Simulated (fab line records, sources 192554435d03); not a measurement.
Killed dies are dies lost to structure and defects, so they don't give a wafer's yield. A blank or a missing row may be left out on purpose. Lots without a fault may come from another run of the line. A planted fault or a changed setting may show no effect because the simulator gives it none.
Problem report in the 8D (eight disciplines) form, filled by code | flow n5_finfet | the parts of the form that need people (team, actions taken, sign-off) are left out

1. THE PROBLEM
run_length_s at N5_BEOL_M11_CVD_75 reads a mean of 157.8 s on 3 wafers of 3 lots; wafers without a fault read 161.6 s with a standard deviation of 0.48. That is -7.8 standard deviations from the usual mean.
The step: deposits Co from CCTBA/H2, target thk 2 nm, time 138.9 s.
First seen on wafer L582.3, day 13 20:34, on cvd_co-02. The record holds 18 wafers of 7 lots with a number at this step. Rule for "out", or "out of limits": more than 4 standard deviations from the usual mean. The other wafers with a number count as sound.

2. WHAT IT IS AND WHAT IT IS NOT
question                    | is                     | is not
which readings at this step | run_length_s           | -
which lots                  | L582, L583, L585       | L571, L572, L592, L594
which wafers of those lots  | L582.3, L583.5, L585.3 | L582.2, L583.4, L585.4
read on which tools         | cvd_co-02              | cvd_co-01
when                        | from day 13 20:34      | up to then (7 sound wafers); but 8 sound wafers of L583, L585, L592, L594 came after

3. SUSPECTS, AND WHAT RULES EACH OUT
Counting: a tool at a process step up to the reading stays a suspect if it ran every lot that is out. Sound lots after the first of them don't rule it out here, since some wafers of a struck lot are sound.
- ald_metal-02 at N5_BEOL_M11_ALD_74 (deposits TaN, target thk 2 nm, pulse time 2 s, purge time 3 s): kept. It ran every lot that is out, first L582 (day 13 19:56); its last sound lot up to then is L571 (day 11 01:21).
- cvd_co-02 at N5_BEOL_M11_CVD_75 (deposits Co from CCTBA/H2, target thk 2 nm, time 138.9 s): kept. It ran every lot that is out, first L582 (day 13 20:34); its last sound lot up to then is L572 (day 11 01:35). Its own readings are out on those wafers: run_length_s.
Left after counting: ald_metal-02 at N5_BEOL_M11_ALD_74, cvd_co-02 at N5_BEOL_M11_CVD_75.

4. THE CAUSE (what the simulator had put in)
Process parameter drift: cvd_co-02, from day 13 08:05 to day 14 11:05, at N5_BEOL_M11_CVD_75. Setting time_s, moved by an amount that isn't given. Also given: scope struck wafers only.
Counting left 2 suspects, and this tool is among them.

5. THE CHAIN OF EFFECTS, in route order
Each row: a reading whose mean over the struck wafers that have a number lies more than 3 standard deviations from the usual. Only readings for which the record gives a usual standard deviation are gone through. hours: the time from each lot's start at the first step in this table that gives one to its start at this step, as a median over the lots. sigmas: the change in usual standard deviations.
hours | step               | reading      | usual   | on struck wafers | change | sigmas
0     | N5_BEOL_M11_CVD_75 | run_length_s | 161.6 s | 157.8            | -3.8   | -7.8
The process steps in it:
- N5_BEOL_M11_CVD_75: deposits Co from CCTBA/H2, target thk 2 nm, time 138.9 s.

6. WHAT WOULD HAVE CAUGHT IT SOONER
In this record the first reading out of limits was taken at day 13 20:34, 12 hours after the fault began at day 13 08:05.
